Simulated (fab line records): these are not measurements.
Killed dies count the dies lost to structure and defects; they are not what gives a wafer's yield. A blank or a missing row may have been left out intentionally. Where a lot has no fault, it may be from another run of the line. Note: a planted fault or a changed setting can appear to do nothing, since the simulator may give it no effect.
fab line records	flow n5-finfet
record: lots: 12	wafers: 31	last-day: 18
route steps=1938 shown BEOL_M13@1705 PASSIVATION@1936
lots with no fault: from the same line, run without faults
start-h: the number of hours between the record's first day and the start of the first shown wafer of the lot	wait-h: hours since the lot's step before	" repeats the value in the row above	L1.1+2: one row covering several wafers at once	- no value, or no start was given	* or withheld: withheld	< > ~ a bound
route shown NAME@n: names a module that has steps shown in the file, with the first one's number in the route	usual: mean/standard deviation taken from wafers without a fault	same: alike in all rows	chamber/n: place in a boat	sites: each site's reading	_std_site: standard deviation of those values	_edge_site: outer sites' mean less inner sites'	radius-mm: for every site, how far away it sits from the centre of the wafer	mask NAME#n: copy n	behind: the last tool/chamber to shape the wafer	hold: what put the lot on hold/how long, in hours/how the hold closed	device: names the non-switching transistor (n, p or np)	end of line: tests run on the same wafers once the route is complete	a step without rows: its recipe alone	killed: count of dies lost to structure and defects at first sort (not the wafer's yield)	map: a wafer's dies, marking killed ones x, the rest . and places with no die _
set.NAME: the run value of the setting; set.NAME@STEP: its run value at that earlier step	model.NAME: the simulator's own value behind a step, which no gauge read
steps of the route over a sample of lots; a table a step, a row a wafer
services: from which hour (start-h, from the record's first day; less than 0 if before it) a tool's chamber was out of use, for how many hours, and why
== steps ==
step: N5_BEOL_M13_SPUTTER_43
recipe: material: TaN	target-thk-a: 150	temp-c: 50	bias-v: 168.6	power-w: 15000	chamber-pressure-pa: 0.12	time-s: 24.19
usual: throttle-valve-pct: 30.2/0.95
lot.wafer	tool	chamber	start-h	wait-h	throttle-valve-pct
L299.2	pvd-sputter-02	-	249.22	0.0	30.9
L299.5	"	-	"	"	30.6
L300.2	pvd-sputter-01	-	266.02	0.0	31.4
L300.4	"	-	"	"	28.3
L300.5	"	-	"	"	31.6
L302.2	pvd-sputter-02	-	273.81	0.0	30.5
L302.3	"	-	"	"	30.8
L302.4	"	-	"	"	29.5
L305.1	pvd-sputter-01	-	274.28	0.0	31.3
L305.2	"	-	"	"	31.3
L305.4	"	-	"	"	30.6
L303.1	pvd-sputter-02	-	288.70	0.0	29.1
L303.2	"	-	"	"	31.1
L304.2	pvd-sputter-02	-	289.20	0.0	29.4
L304.3	"	-	"	"	31.1
L304.4	"	-	"	"	31.0
L308.3	pvd-sputter-02	-	305.07	0.0	30.5
L308.5	"	-	"	"	30.7
L308.6	"	-	"	"	30.4
L307.1	pvd-sputter-03	-	305.17	0.0	28.7
L307.3	"	-	"	"	29.2
L307.5	"	-	"	"	29.2
L310.1	pvd-sputter-02	-	337.41	0.0	29.5
L310.5	"	-	"	"	30.8
L315.3	pvd-sputter-02	-	351.54	0.0	31.1
L315.6	"	-	"	"	30.8
L317.2	pvd-sputter-02	-	373.97	0.0	31.0
L317.4	"	-	"	"	29.3
L317.5	"	-	"	"	31.3
L320.4	pvd-sputter-01	-	396.04	0.0	31.5
L320.6	"	-	"	"	28.2
step: N5_BEOL_M13_SPUTTER_45
recipe: material: Cu	target-thk-a: 800	temp-c: -20	bias-v: 60	power-w: 26000	chamber-pressure-pa: 0.13	time-s: 13.33
usual: chuck-gas-flow-sccm: 1.26/0.053	throttle-valve-pct: 30.2/0.93
lot.wafer	tool	chamber	start-h	wait-h	chuck-gas-flow-sccm	throttle-valve-pct
L299.2	pvd-sputter-02	-	249.38	0.0	1.25	31.2
L299.5	"	-	"	"	1.29	30.7
L300.2	pvd-sputter-01	-	266.18	0.0	1.25	31.2
L300.4	"	-	"	"	1.32	28.4
L300.5	"	-	"	"	1.37	31.1
L302.2	pvd-sputter-02	-	273.97	0.0	1.13	30.4
L302.3	"	-	"	"	1.23	31.3
L302.4	"	-	"	"	1.20	29.6
L305.1	pvd-sputter-01	-	274.44	0.0	1.18	31.2
L305.2	"	-	"	"	1.24	31.3
L305.4	"	-	"	"	1.30	30.3
L303.1	pvd-sputter-02	-	288.86	0.0	1.22	29.3
L303.2	"	-	"	"	1.26	31.0
L304.2	pvd-sputter-02	-	289.36	0.0	1.07	29.3
L304.3	"	-	"	"	1.35	31.4
L304.4	"	-	"	"	1.27	30.7
L308.3	pvd-sputter-02	-	305.23	0.0	1.22	30.6
L308.5	"	-	"	"	1.13	31.4
L308.6	"	-	"	"	1.20	30.8
L307.1	pvd-sputter-03	-	305.33	0.0	1.30	28.9
L307.3	"	-	"	"	1.29	29.3
L307.5	"	-	"	"	1.30	29.1
L310.1	pvd-sputter-02	-	337.57	0.0	1.26	29.2
L310.5	"	-	"	"	1.29	31.1
L315.3	pvd-sputter-02	-	351.70	0.0	1.32	30.7
L315.6	"	-	"	"	1.32	31.1
L317.2	pvd-sputter-02	-	374.13	0.0	1.28	31.4
L317.4	"	-	"	"	1.29	29.1
L317.5	"	-	"	"	1.29	31.2
L320.4	pvd-sputter-01	-	396.20	0.0	1.24	31.5
L320.6	"	-	"	"	1.24	28.4
step: N5_BEOL_M13_ANNEAL_48
recipe: temp-c: 225	time-s: 90	ambient: N2
usual: wafer_temp_C_max: 225.96/0.26
lot.wafer	tool	chamber	start-h	wait-h	wafer_temp_C_max
L299.2	rtp-anneal-02	0	249.71	0.2	225.86
L299.5	"	0	"	"	226.22
L300.2	rtp-anneal-02	0	266.59	0.2	225.94
L300.4	"	0	"	"	226.06
L300.5	"	0	"	"	226.08
L302.2	rtp-anneal-01	0	274.30	0.2	225.79
L302.3	"	0	"	"	225.75
L302.4	"	0	"	"	225.69
L305.1	rtp-anneal-02	0	274.72	0.1	225.92
L305.2	"	0	"	"	225.64
L305.4	"	0	"	"	225.36
L303.1	rtp-anneal-02	0	289.14	0.1	225.98
L303.2	"	0	"	"	225.83
L304.2	rtp-anneal-02	0	289.69	0.2	225.71
L304.3	"	0	"	"	225.86
L304.4	"	0	"	"	225.70
L308.3	rtp-anneal-01	0	305.90	0.5	225.67
L308.5	"	0	"	"	226.29
L308.6	"	0	"	"	226.06
L307.1	rtp-anneal-01	0	306.08	0.6	226.01
L307.3	"	0	"	"	225.71
L307.5	"	0	"	"	226.22
L310.1	rtp-anneal-01	0	337.85	0.1	225.70
L310.5	"	0	"	"	225.98
L315.3	rtp-anneal-02	0	352.33	0.4	226.10
L315.6	"	0	"	"	225.91
L317.2	rtp-anneal-02	0	374.46	0.2	226.07
L317.4	"	0	"	"	225.93
L317.5	"	0	"	"	225.60
L320.4	rtp-anneal-02	0	396.80	0.4	226.26
L320.6	"	0	"	"	225.99
step: N5_BEOL_M13_DEP_53
recipe: material: SiCN	target-thk-a: 500	temp-c: withheld	precursor: 3MS/NH3	pressure-torr: 3	rf-w: 675	time-s: 17.8
usual: showerhead-plenum-p-Torr: 4.171/0.024	throttle-valve-pct: 18.6/0.87
lot.wafer	tool	chamber	start-h	wait-h	showerhead-plenum-p-Torr	since-wet-clean-h	throttle-valve-pct
L299.2	pecvd-01	1	250.32	0.0	4.190	2042	20.2
L299.5	"	2	"	"	4.177	-	17.5
L300.2	pecvd-01	0	267.19	0.0	4.133	1334	19.2
L300.4	"	0	"	"	4.129	-	19.0
L300.5	"	2	"	"	4.185	-	17.9
L302.2	pecvd-04	2	274.91	0.0	4.194	406	17.3
L302.3	"	0	"	"	4.148	1160	18.9
L302.4	"	2	"	"	4.210	-	17.0
L305.1	pecvd-04	1	275.38	0.0	4.119	1886	18.3
L305.2	"	0	"	"	4.152	1161	19.0
L305.4	"	2	"	"	4.209	-	17.0
L303.1	pecvd-04	1	289.95	0.0	4.128	1900	18.3
L303.2	"	2	"	"	4.192	421	17.4
L304.2	pecvd-04	0	290.30	0.0	4.153	1175	18.9
L304.3	"	1	"	"	4.122	1900	18.2
L304.4	"	2	"	"	4.201	-	17.1
L308.3	pecvd-02	2	306.48	0.0	4.176	250	18.2
L308.5	"	1	"	"	4.170	-	19.0
L308.6	"	0	"	"	4.185	-	18.3
L307.1	pecvd-04	0	306.75	0.0	4.157	1192	19.0
L307.3	"	2	"	"	4.194	438	17.1
L307.5	"	2	"	"	4.203	-	16.8
L310.1	pecvd-01	1	338.51	0.0	4.190	2130	20.0
L310.5	"	0	"	"	4.128	-	19.1
L315.3	pecvd-02	0	352.89	0.0	4.192	1057	18.1
L315.6	"	1	"	"	4.173	-	18.5
L317.2	pecvd-01	1	375.06	0.0	4.188	2166	20.1
L317.4	"	0	"	"	4.145	-	19.0
L317.5	"	1	"	"	4.183	-	20.5
L320.4	pecvd-02	0	397.47	0.0	4.187	-	18.1
L320.6	"	2	"	"	4.182	-	18.4
step: N5_BEOL_M13_INSPECT_55
recipe: inspect-instrument: darkfield	mode: post-dep
usual: raw-defect-count: 68/24
lot.wafer	tool	chamber	start-h	wait-h	raw-defect-count
L299.2	defect-inspect-02	-	250.41	0.0	74
L299.5	"	-	"	"	77
L300.2	defect-inspect-01	-	267.29	0.0	28
L300.4	"	-	"	"	25
L300.5	"	-	"	"	46
L302.2	defect-inspect-01	-	275.02	0.0	44
L302.3	"	-	"	"	87
L302.4	"	-	"	"	77
L305.1	defect-inspect-02	-	275.47	0.0	53
L305.2	"	-	"	"	79
L305.4	"	-	"	"	91
L303.1	defect-inspect-01	-	290.05	0.0	45
L303.2	"	-	"	"	47
L304.2	defect-inspect-02	-	290.39	0.0	54
L304.3	"	-	"	"	110
L304.4	"	-	"	"	71
L308.3	defect-inspect-01	-	306.57	0.0	56
L308.5	"	-	"	"	58
L308.6	"	-	"	"	78
L307.1	defect-inspect-01	-	306.85	0.0	68
L307.3	"	-	"	"	132
L307.5	"	-	"	"	104
L310.1	defect-inspect-02	-	338.60	0.0	51
L310.5	"	-	"	"	31
L315.3	defect-inspect-02	-	352.99	0.0	57
L315.6	"	-	"	"	54
L317.2	defect-inspect-02	-	375.16	0.0	87
L317.4	"	-	"	"	817
L317.5	"	-	"	"	58
L320.4	defect-inspect-01	-	397.55	0.0	55
L320.6	"	-	"	"	40
step: N5_PASSIVATION_PROBE_49
usual: defect-limited-yield: 91.5/1.5	killed_at_M0_to_M3: 30/11	killed_at_M4_up: 13/4.9	killed-at-contacts: 14/6.5	killed-at-front-end: 40/11	killed-at-other: 3.3/2.7	killed-dies: 100/18	killed-on-rim: 13/3.8	killed-open: 67/14	killed-short: 32/7.8	sort_bin_5_function: 5.0/0.97	sort_bin_6_memory: 3.2/0.75	sort-n-pass: 1080/18	sort-yield-pct: 91.5/1.5
same: gross-dies: 1180	killed-at-back-side: 0	sort_bin_4_leakage[%]: 0	sort_bin_8_speed[%]: 0
lot.wafer	tool	chamber	start-h	wait-h	defect-limited-yield[%]	killed_at_M0_to_M3	killed_at_M4_up	killed-at-contacts	killed-at-front-end	killed-at-other	killed-dies	killed-on-rim	killed-open	killed-short	sort_bin_5_function[%]	sort_bin_6_memory[%]	sort-n-pass	sort-yield-pct[%]
L299.2	prober-02	-	283.26	0.1	92.9	26	11	10	35	2	84	11	57	26	4.2	2.8	1096	92.9
L299.5	prober-02	-	283.41	0.2	92.2	26	3	12	47	4	92	9	63	28	4.1	3.3	1088	92.2
L300.2	prober-01	-	300.23	0.1	93.0	24	7	18	32	2	83	15	51	30	4.0	2.8	1097	93.0
L300.4	prober-01	-	300.33	0.2	90.3	48	9	18	32	8	115	10	81	31	4.9	4.4	1065	90.3
L300.5	prober-01	-	300.38	0.2	90.3	48	11	25	30	0	114	17	88	24	6.0	3.3	1066	90.3
L302.2	prober-02	-	306.56	0.1	91.2	18	9	25	45	7	104	16	80	24	4.8	3.7	1076	91.2
L302.3	prober-02	-	306.61	0.1	91.9	35	11	21	29	0	96	11	68	27	4.7	3.3	1084	91.9
L302.4	prober-02	-	306.66	0.2	92.3	19	12	26	31	3	91	17	54	37	4.2	3.1	1089	92.3
L305.1	prober-01	-	308.48	0.0	92.3	29	17	6	36	3	91	12	64	27	5.1	2.5	1089	92.3
L305.2	prober-01	-	308.53	0.1	92.5	34	11	14	28	2	89	9	66	23	5.2	2.1	1091	92.5
L305.4	prober-01	-	308.63	0.2	90.2	29	19	15	52	1	116	21	73	35	5.8	3.0	1064	90.2
L303.1	prober-02	-	316.19	0.0	91.9	36	15	11	33	1	96	13	55	37	4.2	3.3	1084	91.9
L303.2	prober-02	-	316.24	0.1	90.1	36	8	14	58	1	117	15	81	36	5.9	3.7	1063	90.1
L304.2	prober-01	-	316.19	0.1	89.2	38	19	24	37	9	127	17	79	42	6.4	3.6	1053	89.2
L304.3	prober-01	-	316.24	0.1	89.8	39	20	20	35	6	120	12	80	40	6.0	3.8	1060	89.8
L304.4	prober-01	-	316.29	0.2	90.5	27	14	26	42	3	112	14	77	33	5.7	3.6	1068	90.5
L308.3	prober-01	-	332.94	0.1	90.8	33	21	14	37	4	109	21	67	34	5.9	2.5	1071	90.8
L308.5	prober-01	-	333.04	0.2	92.5	21	19	7	37	5	89	12	58	31	3.6	3.7	1091	92.5
L308.6	prober-01	-	333.09	0.3	91.1	21	14	14	43	13	105	9	62	43	5.8	3.0	1075	91.1
L307.1	prober-02	-	333.21	0.0	92.3	19	19	19	31	3	91	12	68	23	4.8	2.7	1089	92.3
L307.3	prober-02	-	333.31	0.1	91.5	36	4	19	39	2	100	15	63	34	5.2	3.1	1080	91.5
L307.5	prober-02	-	333.41	0.2	91.6	25	13	12	46	3	99	11	61	37	4.5	3.4	1081	91.6
L310.1	prober-01	-	370.99	0.0	91.0	24	13	23	43	3	106	15	89	17	5.3	3.4	1074	91.0
L310.5	prober-01	-	371.19	0.2	91.9	29	17	7	43	0	96	10	68	28	4.7	3.1	1084	91.9
L315.3	prober-01	-	379.55	0.1	92.8	23	6	9	40	7	85	12	42	41	4.7	1.9	1095	92.8
L315.6	prober-01	-	379.70	0.3	94.4	11	12	11	30	2	66	10	39	27	3.1	2.2	1114	94.4
L317.2	prober-02	-	399.63	0.1	91.6	33	22	10	34	0	99	9	68	31	4.8	3.4	1081	91.6
L317.4	prober-02	-	399.73	0.2	89.6	18	64	6	34	1	123	26	46	29	6.6	2.6	1057	89.6
L317.5	prober-02	-	399.78	0.2	90.3	34	23	14	41	2	114	13	74	34	6.1	2.9	1066	90.3
L320.4	prober-02	-	422.87	0.2	92.0	27	14	7	43	3	94	12	68	26	4.5	3.1	1086	92.0
L320.6	prober-02	-	422.97	0.3	89.9	38	18	6	52	5	119	16	85	33	6.1	3.9	1061	89.9
killed by level:class
L299.2 FIN_SAQP:geometric-particle:open=12 BEOL_M0_SAQP:geometric-particle:short=10 STI_FIN_REVEAL:geometric-particle:open=9 BEOL_M0_SAQP:geometric-particle:open=9 MOL_CONTACT_COAG:geometric-particle:open=8 FIN_SAQP:geometric-particle:short=6 BEOL_M3:geometric-particle:open=6 BEOL_M4:geometric-particle:open=6
L299.5 FIN_SAQP:geometric-particle:open=16 BEOL_M1:geometric-particle:open=8 MOL_CONTACT_COAG:geometric-particle:open=8 FIN_SAQP:geometric-particle:short=7 STI_FIN_REVEAL:geometric-particle:open=6 BEOL_M3:geometric-particle:open=5 DUMMY_GATE:geometric-particle:open=4 MOL_CONTACT_COAG:geometric-particle:short=4
L300.2 MOL_CONTACT_COAG:geometric-particle:open=14 FIN_SAQP:geometric-particle:open=8 FIN_SAQP:geometric-particle:short=6 STI_FIN_REVEAL:geometric-particle:open=5 BEOL_M0_SAQP:geometric-particle:open=5 BEOL_M0_SAQP:geometric-particle:short=5 BEOL_M4:geometric-particle:open=5 MOL_CONTACT_COAG:geometric-particle:short=4
L300.4 BEOL_M1:geometric-particle:open=18 MOL_CONTACT_COAG:geometric-particle:open=15 BEOL_M0_SAQP:geometric-particle:open=10 BEOL_M0_SAQP:geometric-particle:short=6 FIN_SAQP:geometric-particle:open=5 BEOL_M3:geometric-particle:open=5 GATE_CUT:geometric-particle:open=4 GATE_CUT:geometric-particle:short=4
L300.5 MOL_CONTACT_COAG:geometric-particle:open=21 BEOL_M3:geometric-particle:open=13 BEOL_M2:geometric-particle:open=10 BEOL_M0_SAQP:geometric-particle:open=8 BEOL_M1:geometric-particle:open=8 FIN_SAQP:geometric-particle:open=4 STI_FIN_REVEAL:geometric-particle:open=4 MOL_CONTACT_COAG:geometric-particle:short=4
L302.2 MOL_CONTACT_COAG:geometric-particle:open=23 STI_FIN_REVEAL:geometric-particle:open=14 GATE_CUT:geometric-particle:short=8 FIN_SAQP:geometric-particle:open=7 DUMMY_GATE:geometric-particle:open=7 BEOL_M3:geometric-particle:open=5 BEOL_M1:geometric-particle:open=4 BEOL_M2:geometric-particle:open=4
L302.3 MOL_CONTACT_COAG:geometric-particle:open=18 BEOL_M3:geometric-particle:open=10 FIN_SAQP:geometric-particle:open=9 BEOL_M0_SAQP:geometric-particle:open=7 BEOL_M2:geometric-particle:open=5 DUMMY_GATE:geometric-particle:open=4 BEOL_M0_SAQP:geometric-particle:short=4 BEOL_M3:geometric-particle:short=4
L302.4 MOL_CONTACT_COAG:geometric-particle:open=21 DUMMY_GATE:geometric-particle:open=10 BEOL_M0_SAQP:geometric-particle:short=7 BEOL_M4:geometric-particle:short=6 BEOL_M3:geometric-particle:open=5 MOL_CONTACT_COAG:geometric-particle:short=5 FIN_SAQP:geometric-particle:open=4 FIN_SAQP:geometric-particle:short=2
L305.1 FIN_SAQP:geometric-particle:short=10 BEOL_M2:geometric-particle:open=10 BEOL_M3:geometric-particle:open=9 BEOL_M6:geometric-particle:open=7 FIN_SAQP:geometric-particle:open=5 MOL_CONTACT_COAG:geometric-particle:open=5 STI_FIN_REVEAL:geometric-particle:open=4 GATE_CUT:geometric-particle:short=3
L305.2 MOL_CONTACT_COAG:geometric-particle:open=13 BEOL_M3:geometric-particle:open=10 BEOL_M2:geometric-particle:open=7 BEOL_M0_SAQP:geometric-particle:short=7 FIN_SAQP:geometric-particle:short=5 DUMMY_GATE:geometric-particle:open=4 BEOL_M1:geometric-particle:open=4 FIN_CUT:geometric-particle:short=3
L305.4 FIN_SAQP:geometric-particle:short=21 MOL_CONTACT_COAG:geometric-particle:open=14 FIN_SAQP:geometric-particle:open=10 BEOL_M2:geometric-particle:open=10 BEOL_M4:geometric-particle:open=10 BEOL_M3:geometric-particle:open=8 HKMG_FIN:area-etch=8 DUMMY_GATE:geometric-particle:open=3
L303.1 BEOL_M0_SAQP:geometric-particle:short=18 FIN_SAQP:geometric-particle:open=12 MOL_CONTACT_COAG:geometric-particle:open=8 BEOL_M0_SAQP:geometric-particle:open=8 BEOL_M4:geometric-particle:open=8 FIN_SAQP:geometric-particle:short=7 STI_FIN_REVEAL:geometric-particle:open=5 MOL_CONTACT_COAG:geometric-particle:short=3
L304.2 MOL_CONTACT_COAG:geometric-particle:open=20 BEOL_M2:geometric-particle:open=8 BEOL_M0_SAQP:geometric-particle:short=7 BEOL_M0_SAQP:geometric-particle:open=7 FIN_SAQP:geometric-particle:short=6 BEOL_M4:geometric-particle:open=6 BEOL_M3:geometric-particle:open=6 PASS1_CAP:geometric-particle:short=5
L303.2 FIN_SAQP:geometric-particle:open=24 MOL_CONTACT_COAG:geometric-particle:open=14 FIN_SAQP:geometric-particle:short=13 BEOL_M0_SAQP:geometric-particle:short=8 BEOL_M3:geometric-particle:open=8 STI_FIN_REVEAL:geometric-particle:open=7 BEOL_M0_SAQP:geometric-particle:open=7 BEOL_M1:geometric-particle:open=7
L304.3 MOL_CONTACT_COAG:geometric-particle:open=14 BEOL_M0_SAQP:geometric-particle:short=10 STI_FIN_REVEAL:geometric-particle:open=9 DUMMY_GATE:geometric-particle:open=8 BEOL_M0_SAQP:geometric-particle:open=8 BEOL_M2:geometric-particle:open=8 BEOL_M1:geometric-particle:open=6 MOL_CONTACT_COAG:geometric-particle:short=6
L304.4 MOL_CONTACT_COAG:geometric-particle:open=23 FIN_SAQP:geometric-particle:open=11 FIN_SAQP:geometric-particle:short=9 BEOL_M1:geometric-particle:open=7 DUMMY_GATE:geometric-particle:open=4 GATE_CUT:geometric-particle:short=4 BEOL_M1:geometric-particle:short=4 BEOL_M2:geometric-particle:open=4
L308.3 BEOL_M0_SAQP:geometric-particle:short=12 MOL_CONTACT_COAG:geometric-particle:open=11 BEOL_M4:geometric-particle:open=8 HKMG_FIN:area-etch=8 BEOL_M2:geometric-particle:open=7 FIN_SAQP:geometric-particle:short=6 STI_FIN_REVEAL:geometric-particle:open=6 BEOL_M7:geometric-particle:open=6
L308.5 BEOL_M3:geometric-particle:open=10 FIN_SAQP:geometric-particle:open=7 FIN_SAQP:geometric-particle:short=6 BEOL_M0_SAQP:geometric-particle:open=5 STI_FIN_REVEAL:geometric-particle:open=4 MOL_CONTACT_COAG:geometric-particle:short=4 BEOL_M4:geometric-particle:short=4 BEOL_M4:geometric-particle:open=4
L308.6 FIN_SAQP:geometric-particle:short=15 MOL_CONTACT_COAG:geometric-particle:open=11 STI_FIN_REVEAL:geometric-particle:open=10 BEOL_M0_SAQP:geometric-particle:open=7 BEOL_M0_SAQP:geometric-particle:short=6 BEOL_M3:geometric-particle:open=5 BEOL_M7:geometric-particle:open=5 DUMMY_GATE:geometric-particle:open=4
L307.1 MOL_CONTACT_COAG:geometric-particle:open=15 FIN_SAQP:geometric-particle:open=10 BEOL_M0_SAQP:geometric-particle:open=7 FIN_SAQP:geometric-particle:short=5 STI_FIN_REVEAL:geometric-particle:open=5 BEOL_M4:geometric-particle:open=5 BEOL_M7:geometric-particle:open=5 MOL_CONTACT_COAG:geometric-particle:short=4
L307.3 FIN_SAQP:geometric-particle:open=15 MOL_CONTACT_COAG:geometric-particle:open=15 BEOL_M0_SAQP:geometric-particle:open=13 BEOL_M0_SAQP:geometric-particle:short=10 FIN_SAQP:geometric-particle:short=9 BEOL_M3:geometric-particle:open=7 BEOL_M1:geometric-particle:open=4 STI_FIN_REVEAL:geometric-particle:open=3
L307.5 FIN_SAQP:geometric-particle:open=14 BEOL_M0_SAQP:geometric-particle:open=10 FIN_SAQP:geometric-particle:short=8 BEOL_M0_SAQP:geometric-particle:short=7 MOL_CONTACT_COAG:geometric-particle:short=6 DUMMY_GATE:geometric-particle:open=5 MOL_CONTACT_COAG:geometric-particle:open=5 BEOL_M6:geometric-particle:open=5
L310.1 MOL_CONTACT_COAG:geometric-particle:open=21 STI_FIN_REVEAL:geometric-particle:open=17 FIN_SAQP:geometric-particle:open=7 BEOL_M1:geometric-particle:open=7 BEOL_M5:geometric-particle:open=6 DUMMY_GATE:geometric-particle:open=5 BEOL_M0_SAQP:geometric-particle:open=5 BEOL_M4:geometric-particle:open=5
L310.5 STI_FIN_REVEAL:geometric-particle:open=11 BEOL_M3:geometric-particle:open=8 BEOL_M4:geometric-particle:open=8 MOL_CONTACT_COAG:geometric-particle:open=6 BEOL_M1:geometric-particle:open=6 FIN_SAQP:geometric-particle:open=5 FIN_SAQP:geometric-particle:short=5 GATE_CUT:geometric-particle:short=5
L315.3 FIN_SAQP:geometric-particle:short=9 MOL_CONTACT_COAG:geometric-particle:open=6 BEOL_M2:geometric-particle:open=6 FIN_SAQP:geometric-particle:open=5 STARTING-WAFER:geometric-particle:short=5 STI_FIN_REVEAL:geometric-particle:open=5 GATE_CUT:geometric-particle:short=5 BEOL_M0_SAQP:geometric-particle:open=5
L315.6 FIN_SAQP:geometric-particle:short=13 MOL_CONTACT_COAG:geometric-particle:open=10 DUMMY_GATE:geometric-particle:open=7 BEOL_M4:geometric-particle:open=4 BEOL_M5:geometric-particle:open=4 DUMMY_GATE:geometric-particle:short=3 BEOL_M1:geometric-particle:short=3 FIN_SAQP:geometric-particle:open=2
L317.2 BEOL_M4:geometric-particle:open=12 BEOL_M0_SAQP:geometric-particle:open=12 FIN_SAQP:geometric-particle:open=10 MOL_CONTACT_COAG:geometric-particle:open=9 BEOL_M0_SAQP:geometric-particle:short=9 FIN_SAQP:geometric-particle:short=7 BEOL_M2:geometric-particle:open=6 STI_FIN_REVEAL:geometric-particle:open=5
L317.4 BEOL_M13:unspecified=46 BEOL_M4:geometric-particle:open=12 FIN_SAQP:geometric-particle:short=10 FIN_SAQP:geometric-particle:open=8 BEOL_M0_SAQP:geometric-particle:short=5 MOL_CONTACT_COAG:geometric-particle:open=4 BEOL_M2:geometric-particle:open=4 GATE_CUT:geometric-particle:short=3
L317.5 MOL_CONTACT_COAG:geometric-particle:open=11 BEOL_M4:geometric-particle:open=11 FIN_SAQP:geometric-particle:open=10 FIN_SAQP:geometric-particle:short=9 BEOL_M0_SAQP:geometric-particle:open=9 BEOL_M2:geometric-particle:open=6 BEOL_M0_SAQP:geometric-particle:short=5 BEOL_M3:geometric-particle:open=5
L320.4 STI_FIN_REVEAL:geometric-particle:open=20 BEOL_M0_SAQP:geometric-particle:short=7 BEOL_M3:geometric-particle:open=7 BEOL_M4:geometric-particle:open=7 STI_FIN_REVEAL:geometric-particle:short=6 MOL_CONTACT_COAG:geometric-particle:open=5 BEOL_M1:geometric-particle:open=5 GATE_CUT:geometric-particle:short=4
L320.6 STI_FIN_REVEAL:geometric-particle:open=31 BEOL_M4:geometric-particle:open=12 BEOL_M0_SAQP:geometric-particle:short=11 BEOL_M0_SAQP:geometric-particle:open=9 BEOL_M1:geometric-particle:open=7 MOL_CONTACT_COAG:geometric-particle:open=5 FIN_SAQP:geometric-particle:open=4 STI_FIN_REVEAL:geometric-particle:short=4
== services ==
tool	chamber	start-h	hours	kind
pecvd-02	0	234.62	16.0	repair
pecvd-01	0	267.38	19.8	repair
pecvd-04	-	279.00	2.8	pm
pvd-sputter-03	-	291.12	9.5	repair
pecvd-02	-	291.96	6.0	pm
rtp-anneal-02	-	295.23	1.1	pm
pecvd-02	1	306.84	14.1	repair
pecvd-02	-	339.29	5.5	pm
pecvd-02	1	346.86	5.5	scheduled-down
pecvd-04	2	372.25	5.5	scheduled-down
pecvd-01	1	383.62	-	clean
pecvd-01	1	383.62	-	consumable-replace:showerhead
pecvd-01	1	383.62	29.0	scheduled-down
pecvd-01	1	383.62	29.0	vent-cycle
pvd-sputter-01	-	384.44	2.7	repair
pvd-sputter-02	-	384.47	0.7	repair
pecvd-02	0	386.91	5.5	scheduled-down
== key ==
first-sign: step: N5_BEOL_M13_INSPECT_55	reading: raw-defect-count	direction: up	sigmas: 31	usual: 68	struck: 817
effect: step: N5_PASSIVATION_PROBE_49	reading: killed_at_M4_up	direction: up	sigmas: 10	usual: 13	struck: 64
more-kills-born-at: N5_BEOL_M13_DEP_53@pecvd-01: 46
met-at N5_BEOL_M13_DEP_53
struck-lots L317
struck-wafers L317.4
not-acting-at N5_BEOL_M13_SPUTTER_43,N5_BEOL_M13_SPUTTER_45,N5_BEOL_M13_ANNEAL_48
onset-between 338.51 375.06
fault: kind: chamber-particle-source	tool: pecvd-01	chamber: 0	onset-h: 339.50	steps: N5_BEOL_M13_DEP_53	rate-per-visit-cm2: 1.0968	end-h: 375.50
